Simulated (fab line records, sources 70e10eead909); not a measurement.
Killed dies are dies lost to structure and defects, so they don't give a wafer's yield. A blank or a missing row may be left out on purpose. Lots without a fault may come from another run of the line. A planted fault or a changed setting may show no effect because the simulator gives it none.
A struck lot beside a sound one | flow nand_harc | 26 steps out of a route of 1159
Sound: wafers L677.1, L677.2, L677.6. Struck: wafers L669.1, L669.3, L669.6. The cause comes at the end.
At each step with rows: each side's tool, then ch and its chambers, then its first start. Under that, the readings that differ: sound wafers | struck wafers | difference of the means | sigmas: that difference in standard deviations of wafers without a fault.
alike: readings whose means differ by less than 2 such deviations, and words and numbers that are the same on both sides. not compared: withheld readings, readings that some wafer has no value for, bounds like >300 that may hide the same value, and numbers for which the record gives no deviation and whose values overlap.
The two part at a step that has a row with sigmas, a row that says differs or no value, or rows on one side only. Numbers that don't overlap but have no deviation are shown without sigmas and don't part them. A reading that every wafer of one side lacks parts them only if that side has two wafers or more.

NHARC_P_ZERO_WELL_INSPECT_43:
  sound on defect_inspect-02, day 5 13:32; struck on defect_inspect-02, day 3 13:31
  alike: raw_defect_count
then, 11 steps without rows for these wafers: NHARC_P_STI_ETCH_26 (etches SiO2 in dHF, target depth 11 nm); NHARC_P_STI_PRECLEAN_27 (cleans in SC1); NHARC_P_STI_SRD_28; NHARC_P_STI_OXIDE_29 (material SiO2, target thk 10 nm, ox time 1362 s); NHARC_P_STI_HM_DEP_30 (deposits Si3N4, target thk 80 nm, time 873 s); NHARC_P_STI_DEHYDRATE_01 (time 120 s); NHARC_P_STI_HMDS_02 (time 30 s); NHARC_P_STI_COAT_41 (time 65 s); NHARC_P_STI_COAT_03 (resist thk 600 nm); NHARC_P_STI_SOFTBAKE_04 (time 70 s); NHARC_P_STI_EBR_05.
NHARC_P_STI_EXPOSE_06: exposes mask P STI, target cd 200 nm.
  sound on krf_scanner-03 ch 0, day 6 04:57; struck on krf_scanner-03 ch 0, day 4 02:39
  reading | sound                   | struck                           | difference | sigmas
  mask    | P_STI#0 P_STI#0 P_STI#0 | P_STI_R1#0 P_STI_R1#0 P_STI_R1#0 | differs    |
then, 2 steps without rows for these wafers: NHARC_P_STI_PEB_07 (peb time 80 s); NHARC_P_STI_DEVELOP_08 (time 50 s).
NHARC_P_STI_CD_MEAS_09: target cd 200 nm.
  sound on cd_sem-01 ch 0, day 6 05:06; struck on cd_sem-02 ch 0, day 4 02:48
  reading    | sound             | struck            | difference | sigmas
  cd_nm (nm) | 197.4 200.2 201.7 | 214.0 212.8 216.1 | +14.5      | +6
NHARC_P_STI_OVL_MEAS_10:
  sound on overlay-01, day 6 05:11; struck on overlay-02, day 4 02:53
  reading           | sound    | struck | difference | sigmas
  overlay_y_nm (nm) | -7 -7 -6 | 2 2 2  | +9         | +2
  alike: overlay_x_nm
NHARC_P_STI_INSPECT_11:
  sound on defect_inspect-01, day 6 05:14; struck on defect_inspect-01, day 4 02:56
  alike: raw_defect_count
then, 1 step without rows for these wafers: NHARC_P_STI_HARDBAKE_13 (time 65 s).
NHARC_P_STI_DESCUM_14: chemistry O2, time 3 s.
  sound on rie_diel-10 ch 1,2,3, day 6 05:23; struck on rie_diel-09 ch 1,2, day 4 03:04
  reading                | sound             | struck            | difference | sigmas
  model.P_STI.cd_nm (nm) | 197.4 200.5 201.7 | 214.4 212.8 216.1 | +14.6      |
  alike: drypump_motor_current_A, oes_product_au, rf_vpp_V, showerhead_plenum_p_Torr, throttle_valve_pct
  not compared: rf_hours_counter_h
NHARC_P_STI_ETCH_42: etches the open film in N2/H2, target depth 80 nm, overetch 24 nm, time 61 s.
  sound on rie_diel-10 ch 0,1,2, day 6 05:27; struck on rie_diel-09 ch 0,1, day 4 03:10
  alike: drypump_motor_current_A, oes_product_au, rf_fwd_power_W, rf_vpp_V, showerhead_plenum_p_Torr, throttle_valve_pct
  not compared: rf_hours_counter_h
NHARC_P_STI_ETCH_31: etches the open film in CF4/CHF3, target depth 108.9 nm, time 54.5 s.
  sound on rie_diel-10 ch 0,1,3; struck on rie_diel-09 ch 2,3
  alike: drypump_motor_current_A, oes_product_au, rf_fwd_power_W, rf_vpp_V, showerhead_plenum_p_Torr, throttle_valve_pct
  not compared: rf_hours_counter_h
NHARC_P_STI_ETCH_15: etches the open film in HBr/Cl2, target depth 300 nm, time 100.1 s.
  sound on rie_si-01 ch 0,1,2, day 6 05:40; struck on rie_si-01 ch 2,3, day 4 03:20
  reading                | sound         | struck            | difference | sigmas
  model.P_STI.cd_nm (nm) | 198 200 201.8 | 213.1 211.4 214.5 | +13.1      |
  alike: drypump_motor_current_A, hbr_flow_sccm, oes_product_au, rf_fwd_power_W, throttle_valve_pct
  not compared: rf_hours_counter_h
NHARC_P_STI_CD_MEAS_16:
  sound on cd_sem-01, day 6 05:49; struck on cd_sem-02, day 4 03:32
  reading    | sound             | struck            | difference | sigmas
  cd_nm (nm) | 197.9 199.8 201.9 | 213.4 211.6 214.4 | +13.3      | +5
NHARC_P_STI_OCD_MEAS_17:
  sound on ocd-02, day 6 05:54; struck on ocd-01, day 4 03:37
  reading                | sound             | struck            | difference | sigmas
  trench_foot_cd_nm (nm) | 154.1 158.5 159.7 | 172.0 169.8 173.3 | +14.3      | +5
  alike: trench_depth_nm
then, 1 step without rows for these wafers: NHARC_P_STI_STRIP_19 (strips in SPM, time 900 s).

WHERE THEY PART
First at NHARC_P_STI_EXPOSE_06; last, within this record, at NHARC_P_STI_OCD_MEAS_17.

WHY: what the simulator had put in
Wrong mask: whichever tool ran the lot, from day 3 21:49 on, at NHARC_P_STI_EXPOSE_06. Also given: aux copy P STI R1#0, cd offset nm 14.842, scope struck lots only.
